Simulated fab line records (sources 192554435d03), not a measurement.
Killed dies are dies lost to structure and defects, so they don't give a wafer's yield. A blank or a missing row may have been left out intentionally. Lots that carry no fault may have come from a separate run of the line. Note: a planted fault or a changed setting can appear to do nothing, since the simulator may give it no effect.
8D (eight disciplines) problem report, filled in by code -- flow n5Finfet -- the parts of the form that need people (team, actions taken, sign-off) are left out

== 1. THE PROBLEM ==
Wafers without a fault read 1499.9 rpm, standard deviation 0.79; spinSpeedRpm at N5_FIN_SAQP_COAT_68 reads a mean of 1212.5 rpm on 6 wafers belonging to 2 lots. That is -99 or more standard deviations from the usual mean.
The step: time 60 s, resist thk 100 nm.
The first sign was on wafer L424.1 at day 7 15:45, on lithoTrack-04. Wafers with a number at this step in the record: 33, from 11 lots. Rule for "out", or "out of limits": more than 4 standard deviations from the usual mean. The other wafers with a number count as sound.

== 2. WHAT IT IS, WHAT IT ISN'T ==
question,is,is not
which readings at this step,spinSpeedRpm,-
which lots,"L424, L425","L404, L405, L406, L408, L411, L415, L416, L417, L418"
which wafers of those lots,all that have a number,-
read on which tools,lithoTrack-04,"lithoTrack-01, lithoTrack-05"
when,from day 7 15:45,up to then (27 sound wafers)

== 3. WHAT RULES OUT EACH SUSPECT ==
Counting: a tool at any process step up to the reading remains a suspect when it ran all the lots that are out and ran no sound lot after the first of those.
- pecvd-02 at N5_FIN_SAQP_HM_DEP_72 (deposits SiO2 from SiH4/N2O, target thk 12 nm, time 7.2 s): kept. It ran every lot that is out, first L424 (day 7 11:50), and no sound lot after that; its last sound lot up to then is L416 (day 5 00:01).
- lithoTrack-04 at N5_FIN_SAQP_COAT_68 (time 60 s, resist thk 100 nm): kept. It ran every lot that is out, first L424 (day 7 15:45), and no sound lot after that; its last sound lot up to then is L408 (day 3 03:17). Its own spinSpeedRpm readings are out on those wafers.
What counting leaves: pecvd-02 at N5_FIN_SAQP_HM_DEP_72 and lithoTrack-04 at N5_FIN_SAQP_COAT_68.

== 4. THE CAUSE (what the simulator had put in) ==
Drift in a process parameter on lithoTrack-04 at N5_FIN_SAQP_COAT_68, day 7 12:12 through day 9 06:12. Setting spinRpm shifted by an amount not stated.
Counting left 2 suspects, and this tool is among them.

== 5. SEQUENCE OF EFFECTS, ordered by route ==
Rows list readings where the struck wafers' mean (over those with a number) sits beyond 3 standard deviations from the usual. Scope: only readings with a usual standard deviation given in the record; hours: median across lots of the time from each lot's start at the first step in this table that gives one to its start at this step; sigmas: change in usual standard deviations.
hours,step,reading,usual,on struck wafers,change,sigmas
0,N5_FIN_SAQP_COAT_68,spinSpeedRpm,1499.9 rpm,1212.5,-287.4,-99 or more
Its process steps:
- N5_FIN_SAQP_COAT_68: time 60 s, resist thk 100 nm.

== 6. WHAT WOULD HAVE CAUGHT IT SOONER ==
4 hours passed between the start of the fault at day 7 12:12 and the first reading out of limits in this record, taken at day 7 15:45.
